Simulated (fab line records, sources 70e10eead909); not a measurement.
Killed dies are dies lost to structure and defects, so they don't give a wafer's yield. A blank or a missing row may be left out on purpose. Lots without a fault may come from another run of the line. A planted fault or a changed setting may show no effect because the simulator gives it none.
fab line records | flow nand_harc
record lots=6 wafers=18 last_day=34
route steps=1302 shown P_M0@278 P_M1@285 END@1302
lots that met no fault: from a run of the same line without faults
start_h: hours from the record's first day to the start of the lot's first wafer shown | wait_h: hours since the lot's step before | " the same as in the row above | L1.1+2: a row that stands for several wafers | - no value, or no start given | * or withheld: withheld | < > ~ a bound
route shown NAME@n: a module of which the file shows steps, and the number in the route of the first | usual: mean/standard deviation of fault-free wafers | same: alike in all rows | chamber/n: place in a boat | sites: the reading at each site | _std_site: their standard deviation | _edge_site: outer sites' mean less inner sites' | radius_mm: how far each site lies from the wafer's centre | mask NAME#n: copy n | behind: the tool/chamber that last shaped the wafer | hold: why the lot was held/for how many hours/how that ended | device: the transistor (n, p or np) that didn't switch | end of line: the same wafers' tests at the end of the route | a step without rows: its recipe alone | killed: dies lost to structure and defects at the first sort, not the wafer's yield | map: a wafer's dies, x killed, . not, _ none there
set.NAME: the setting as run; set.NAME@STEP: as run at that earlier step | model.NAME: the simulator's own value behind a step, which no gauge read
lots at some steps of the route; a table a step, a row a wafer
services: from which hour (start_h, from the record's first day; less than 0 if before it) a tool's chamber was out of use, for how many hours, and why
## steps
# step NHARC_P_M0_CMP_23
# recipe t_overpolish_s=20 target_thk_nm=117.54
# usual motor_current_A=11.9/1.1 time_to_endpoint_s=28.4/2.5
# columns lot.wafer tool chamber start_h wait_h motor_current_A time_to_endpoint_s
L802.3 cmp-01 3 201.68 - 10.2 26.1
L802.6 " 3 " " 10.1 19.6
L802.5 " 0 " " 13.8 24.4
L805.2 cmp-03 1 215.05 - 12.6 30.4
L805.4 " 2 " " 10.4 33.6
L805.6 " 0 " " 13.3 30.2
L815.2 cmp-01 2 321.74 - 12.2 22.9
L815.6 " 3 " " 10.4 24.5
L815.5 " 0 " " 13.9 25.8
L816.2 cmp-01 0 335.99 - 13.2 27.1
L816.1 " 2 " " 11.1 24.2
L816.5 " 1 " " 13.0 27.4
L817.2 cmp-01 3 341.57 - 10.1 28.4
L817.4 " 1 " " 12.5 26.6
L817.5 " 2 " " 11.6 25.8
L818.3 cmp-03 0 349.82 - 13.1 30.3
L818.4 " 2 " " 10.8 32.9
L818.6 " 0 " " 12.6 29.9
# step NHARC_P_M0_THK_MEAS_24
# recipe thk_meas_gauge=xrf
# usual thk_nm=117.4/1.6
# columns lot.wafer tool chamber start_h wait_h thk_nm
L802.3 film_metro-02 - 201.99 - 116.4
L802.5 " - " " 116.5
L802.6 " - " " 118.0
L805.2 film_metro-02 - 215.34 - 119.5
L805.4 " - " " 120.3
L805.6 " - " " 117.7
L815.2 film_metro-01 - 321.97 - 117.2
L815.5 " - " " 118.8
L815.6 " - " " 117.3
L816.1 film_metro-02 - 336.30 - 116.8
L816.2 " - " " 115.3
L816.5 " - " " 113.5
L817.2 film_metro-01 - 341.86 - 115.3
L817.4 " - " " 115.3
L817.5 " - " " 117.9
L818.3 film_metro-02 - 350.14 - 114.7
L818.4 " - " " 117.2
L818.6 " - " " 116.4
# step NHARC_P_M0_SRD_25
# step NHARC_P_M0_INSPECT_27
# usual raw_defect_count=334/130
# columns lot.wafer tool chamber start_h wait_h raw_defect_count
L802.3 defect_inspect-02 - 202.16 0.0 329
L802.5 " - " " 237
L802.6 " - " " 172
L805.2 defect_inspect-01 - 215.49 0.0 390
L805.4 " - " " 315
L805.6 " - " " 289
L815.2 defect_inspect-02 - 322.13 0.0 184
L815.5 " - " " 150
L815.6 " - " " 270
L816.1 defect_inspect-01 - 336.46 0.0 203
L816.2 " - " " 222
L816.5 " - " " 339
L817.2 defect_inspect-01 - 342.01 0.0 324
L817.4 " - " " 422
L817.5 " - " " 345
L818.3 defect_inspect-01 - 350.30 0.0 199
L818.4 " - " " 143
L818.6 " - " " 166
# step NHARC_P_M0_PRE_CLEAN_31
# recipe time_s=12 temp_c=370 rf_power_w=300 gas=NH3
# usual heater_power_w=592/79
# columns lot.wafer tool chamber start_h wait_h heater_power_w since_wet_clean_h
L802.3 pecvd-03 1 202.25 0.1 625 4
L802.5 " 2 " " 549 -
L802.6 " 1 " " 660 -
L805.2 pecvd-02 1 215.59 0.1 619 156
L805.6 " 2 " " 645 -
L805.4 " 0 " " 535 -
L815.2 pecvd-03 2 322.22 0.1 535 124
L815.5 " 0 " " 568 -
L815.6 " 2 " " 536 -
L816.2 pecvd-03 0 336.53 0.1 570 138
L816.1 " 1 " " 735 138
L816.5 " 0 " " 578 -
L817.2 pecvd-03 0 342.08 0.1 546 144
L817.4 " 0 " " 523 -
L817.5 " 1 " " 703 -
L818.3 pecvd-03 2 350.38 0.1 501 152
L818.4 " 1 " " 740 -
L818.6 " 0 " " 543 -
# step NHARC_P_M0_DEP_32
# recipe target_thk_a=300 temp_c=370 target_thk_nm=30 pressure_torr=3 flow_sccm=200 rf_w=450 material=SiCN
# usual heater_power_w=537/84
# columns lot.wafer tool chamber start_h wait_h heater_power_w since_wet_clean_h
L802.3 pecvd-03 1 202.39 0.1 664 4
L802.5 " 2 " " 425 -
L802.6 " 1 " " 687 -
L805.2 pecvd-02 1 215.72 0.1 571 157
L805.6 " 2 " " 519 -
L805.4 " 0 " " 453 -
L815.2 pecvd-03 2 322.36 0.1 494 124
L815.5 " 0 " " 497 -
L815.6 " 2 " " 488 -
L816.2 pecvd-03 0 336.61 0.1 415 139
L816.1 " 1 " " 570 139
L816.5 " 0 " " 412 -
L817.2 pecvd-03 0 342.16 0.1 502 144
L817.4 " 0 " " 508 -
L817.5 " 1 " " 700 -
L818.3 pecvd-03 2 350.48 0.1 506 152
L818.4 " 1 " " 564 -
L818.6 " 0 " " 506 -
# step NHARC_P_M1_DEP_00
# recipe target_thk_a=1825 target_thk_nm=182.5 temp_c=withheld pressure_torr=5 flow_sccm=200 rf_w=600 material=SiOC
# step NHARC_P_M1_DEHYDRATE_01
# recipe temp_c=150 time_s=120
# step NHARC_P_M1_HMDS_02
# recipe time_s=30
# step NHARC_P_M1_COAT_34
# recipe temp_c=200 time_s=65
# step NHARC_P_M1_COAT_03
# recipe spin_rpm=1500 resist_thk_nm=90
# step NHARC_P_M1_SOFTBAKE_04
# recipe temp_c=105 time_s=55
# usual exhaust_pa=45.2/0.85 heater_power_total_W=188.46/0.14
# columns lot.wafer tool chamber start_h wait_h exhaust_pa heater_power_total_W
L802.3 litho_track-01 0 203 - 45.6 188.28
L802.5 " 0 " " 47.2 188.48
L802.6 " 0 " " 45.8 188.33
L805.2 litho_track-04 0 216 - 44.5 188.54
L805.4 " 0 " " 44.2 188.26
L805.6 " 0 " " 44.6 188.77
L815.2 litho_track-04 0 323 - 45.9 205.11
L815.5 " 0 " " 46.4 204.89
L815.6 " 0 " " 46.2 188.69
L816.1 litho_track-04 0 337 - 46.3 188.51
L816.2 " 0 " " 45.3 205.39
L816.5 " 0 " " 44.5 205.38
L817.2 litho_track-01 0 342 - 45.7 188.47
L817.4 " 0 " " 45.5 188.39
L817.5 " 0 " " 45.1 188.55
L818.3 litho_track-01 0 351 - 45.8 188.31
L818.4 " 0 " " 44.4 188.41
L818.6 " 0 " " 45.6 188.40
# step NHARC_P_M1_EBR_05
# step NHARC_END_SORT_01
# recipe temp_c=25
# usual defect_limited_yield=93.3/1.5 killed_at_array=41/10 killed_at_other=0.8/0.91 killed_at_periphery=4.2/2.9 killed_dies=46/10 killed_open=3.5/2.1 killed_short=2.5/1.6 sort_bin_2_pct=2.4/0.71 sort_bin_3_pct=0.6/0.33 sort_bin_4_pct=3.8/0.93 sort_n_pass=631/10 sort_rim_yield_pct=86/4.5 sort_yield_pct=93.3/1.5
# same gross_dies=677 sort_bin_5_pct[%]=0 sort_bin_6_pct[%]=0 sort_bin_7_pct[%]=0 sort_bin_8_pct[%]=0 sort_rim_n_gross=106.00
# columns lot.wafer tool chamber start_h wait_h defect_limited_yield[%] killed_at_array killed_at_other killed_at_periphery killed_dies killed_open killed_short sort_bin_2_pct[%] sort_bin_3_pct[%] sort_bin_4_pct[%] sort_n_pass sort_rim_yield_pct[%] sort_yield_pct[%]
L802.3 prober-01 0 658.31 3.1 92.5 44 2 5 51 2 2 2.7 0.7 4.1 626 86 92.5
L802.5 prober-01 0 659.90 3.7 91.4 48 4 6 58 0 3 2.8 0.1 5.6 619 80 91.4
L802.6 prober-01 0 660.69 4.0 94.5 31 0 6 37 2 2 1.9 0.7 2.8 640 89 94.5
L815.2 prober-02 0 740.34 2.8 93.1 41 2 4 47 3 3 2.2 0.1 4.6 630 83 93.1
L815.5 prober-02 0 742.74 3.7 94.1 36 1 3 40 2 4 2.4 0.4 3.1 637 88 94.1
L815.6 prober-02 0 743.54 4.0 95.1 28 1 4 33 2 1 1.6 0.3 3.0 644 91 95.1
L818.3 prober-02 0 793.87 3.1 93.8 35 0 7 42 7 2 2.4 0.7 3.1 635 89 93.8
L818.4 prober-02 0 794.66 3.4 94.4 31 0 7 38 6 3 2.7 0.6 2.4 639 92 94.4
L818.6 prober-02 0 796.24 3.9 94.4 35 0 3 38 6 2 2.2 1.0 2.4 639 91 94.4
L816.1 prober-01 0 803.09 2.5 93.8 32 1 9 42 2 1 1.9 0.1 4.1 635 91 93.8
L816.2 prober-01 0 803.89 2.8 92.9 43 2 3 48 4 2 2.4 0.4 4.3 629 88 92.9
L816.5 prober-01 0 806.27 3.7 92.6 38 1 11 50 1 2 2.5 0.4 4.4 627 87 92.6
L817.2 prober-02 0 803.88 2.8 92.3 42 0 10 52 2 1 3.2 0.4 4.0 625 88 92.3
L817.4 prober-02 0 805.48 3.4 91.7 48 0 8 56 4 4 2.2 1.2 4.9 621 90 91.7
L817.5 prober-02 0 806.28 3.7 90.8 56 1 5 62 4 6 2.8 0.4 5.9 615 82 90.8
# killed by level:class
L802.3 A_CHANNEL_HOLE_D1:chamber_film_flake=20 A_CHANNEL_HOLE_D2:chamber_film_flake=9 A_STAIRCASE:chamber_film_flake=8 P_ZERO_WELL:chamber_film_flake=4 A_CONTACT:chamber_film_flake=2 THIN_TSV:chamber_film_flake=2 P_BONDPAD:geometric_particle:open=1 A_ONON_D1:geometric_particle:short=1
L802.5 A_CHANNEL_HOLE_D1:chamber_film_flake=22 A_CHANNEL_HOLE_D2:chamber_film_flake=9 A_STAIRCASE:chamber_film_flake=9 P_ZERO_WELL:chamber_film_flake=4 A_CHANNEL_FILL_D2:chamber_film_flake=3 THIN_TSV:chamber_film_flake=3 A_CONTACT:chamber_film_flake=2 P_GATE:geometric_particle:short=1
L802.6 A_CHANNEL_HOLE_D1:chamber_film_flake=17 A_CHANNEL_HOLE_D2:chamber_film_flake=5 P_ZERO_WELL:chamber_film_flake=2 P_CONTACT:chamber_film_flake=2 A_ZERO_WELL:chamber_film_flake=2 A_STAIRCASE:chamber_film_flake=2 A_CONTACT:chamber_film_flake=2 P_GATE:geometric_particle:short=1
L815.2 A_CHANNEL_HOLE_D2:chamber_film_flake=11 A_CHANNEL_HOLE_D1:chamber_film_flake=10 A_STAIRCASE:chamber_film_flake=5 A_SLIT:chamber_film_flake=5 A_CONTACT:chamber_film_flake=5 A_ONON_D1:geometric_particle:short=2 P_GATE:chamber_film_flake=2 THIN_TSV:chamber_film_flake=2
L815.5 A_CHANNEL_HOLE_D2:chamber_film_flake=10 A_CONTACT:chamber_film_flake=9 A_CHANNEL_HOLE_D1:chamber_film_flake=4 A_SLIT:chamber_film_flake=4 P_GATE:chamber_film_flake=2 A_STAIRCASE:chamber_film_flake=2 P_M0:geometric_particle:open=1 A_CHANNEL_HOLE_D1:geometric_particle:short=1
L815.6 A_CONTACT:chamber_film_flake=8 A_CHANNEL_HOLE_D2:chamber_film_flake=7 A_SLIT:chamber_film_flake=4 A_CHANNEL_HOLE_D1:chamber_film_flake=3 A_STAIRCASE:chamber_film_flake=3 P_GATE:chamber_film_flake=2 P_CONTACT:geometric_particle:open=1 A_ONON_D1:geometric_particle:short=1
L818.3 A_CHANNEL_HOLE_D2:chamber_film_flake=8 A_SLIT:chamber_film_flake=8 A_STAIRCASE:chamber_film_flake=7 A_CONTACT:chamber_film_flake=4 A_WL_FILL:chamber_film_flake=3 A_BLC:geometric_particle:open=2 P_GATE:chamber_film_flake=2 P_CONTACT:geometric_particle:short=1
L818.4 A_SLIT:chamber_film_flake=14 A_CHANNEL_HOLE_D2:chamber_film_flake=6 A_STAIRCASE:chamber_film_flake=4 P_CONTACT:geometric_particle:open=2 A_CHANNEL_FILL_D2:geometric_particle:short=2 P_GATE:chamber_film_flake=2 P_M0:geometric_particle:open=1 A_CHANNEL_FILL_D1:geometric_particle:open=1
L818.6 A_CHANNEL_HOLE_D2:chamber_film_flake=13 A_SLIT:chamber_film_flake=7 A_WL_FILL:chamber_film_flake=4 A_CONTACT:chamber_film_flake=4 A_STAIRCASE:chamber_film_flake=2 P_STI:geometric_particle:open=1 P_GATE:geometric_particle:open=1 P_CONTACT:geometric_particle:open=1
L816.1 A_CONTACT:chamber_film_flake=9 A_SLIT:chamber_film_flake=8 A_CHANNEL_HOLE_D1:chamber_film_flake=7 P_CONTACT:chamber_film_flake=6 P_GATE:chamber_film_flake=2 A_STAIRCASE:chamber_film_flake=2 A_CHANNEL_FILL_D1:geometric_particle:open=1 A_CHANNEL_FILL_D2:geometric_particle:short=1
L817.2 A_SLIT:chamber_film_flake=15 A_CONTACT:chamber_film_flake=12 P_BONDPAD:chamber_film_flake=6 A_CHANNEL_HOLE_D2:chamber_film_flake=5 A_SGD_CUT:chamber_film_flake=3 P_STI:chamber_film_flake=2 A_CHANNEL_FILL_D2:chamber_film_flake=2 A_CHANNEL_HOLE_D2:geometric_particle:short=1
L816.2 A_SLIT:chamber_film_flake=23 A_CONTACT:chamber_film_flake=6 A_CHANNEL_HOLE_D1:chamber_film_flake=4 P_CONTACT:chamber_film_flake=3 A_STAIRCASE:chamber_film_flake=2 THIN_TSV:chamber_film_flake=2 A_CHANNEL_HOLE_D1:geometric_particle:short=1 A_CHANNEL_FILL_D1:geometric_particle:short=1
L817.4 A_CONTACT:chamber_film_flake=13 A_SLIT:chamber_film_flake=12 A_CHANNEL_HOLE_D2:chamber_film_flake=8 A_CHANNEL_FILL_D2:chamber_film_flake=4 P_STI:chamber_film_flake=3 A_CHANNEL_FILL_D2:geometric_particle:short=2 P_GATE:chamber_film_flake=2 P_CONTACT:chamber_film_flake=2
L816.5 A_CONTACT:chamber_film_flake=11 A_SLIT:chamber_film_flake=10 A_CHANNEL_HOLE_D1:chamber_film_flake=8 P_CONTACT:chamber_film_flake=5 P_ZERO_WELL:chamber_film_flake=4 A_CHANNEL_HOLE_D2:chamber_film_flake=4 P_CONTACT:geometric_particle:open=1 A_CHANNEL_HOLE_D1:geometric_particle:short=1
L817.5 A_CHANNEL_HOLE_D2:chamber_film_flake=17 A_SLIT:chamber_film_flake=16 A_CONTACT:chamber_film_flake=9 A_M0:geometric_particle:short=2 P_BONDPAD:chamber_film_flake=2 A_SGD_CUT:chamber_film_flake=2 A_M1:chamber_film_flake=2 P_STI:geometric_particle:open=1
## services
# columns tool chamber start_h hours kind
pecvd-03 - 185.14 13.0 pm
pecvd-03 0 185.14 13.0 vent_cycle
pecvd-03 1 185.14 13.0 vent_cycle
pecvd-03 2 185.14 13.0 vent_cycle
cmp-01 - 185.53 4.0 pm
cmp-01 - 189.53 - consumable_replace:conditioner
pecvd-03 0 198.14 - clean
pecvd-03 1 198.14 - clean
pecvd-03 2 198.14 - clean
litho_track-04 - 203.01 7.0 pm
pecvd-02 - 227.22 13.0 pm
cmp-03 - 228.83 4.4 repair
cmp-01 - 234.24 0.3 repair
cmp-01 - 250.02 0.2 repair
pecvd-03 - 251.32 0.9 repair
cmp-03 - 256.67 1.6 repair
cmp-03 - 260.00 4.0 pm
cmp-01 - 280.42 0.9 repair
cmp-03 - 282.58 1.6 repair
cmp-01 - 283.60 4.0 pm
pecvd-03 0 315.61 6.5 repair
litho_track-01 - 330.00 7.0 pm
pecvd-02 2 341.10 6.9 repair
cmp-03 - 344.63 0.7 repair
## key
first_sign step=NHARC_P_M1_SOFTBAKE_04 reading=heater_power_total_W direction=up sigmas=99+ usual=* struck=*
effect none on later readings
met_at NHARC_P_M1_SOFTBAKE_04
struck_wafers L815.2,L815.5,L816.2,L816.5
onset_between 216 323
fault kind=process_parameter_drift tool=litho_track-04 chamber=- onset_h=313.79 steps=NHARC_P_M1_SOFTBAKE_04 channel=time_s offset=* shape=step end_h=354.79 scope=struck_wafers_only acts_in=* stated=*
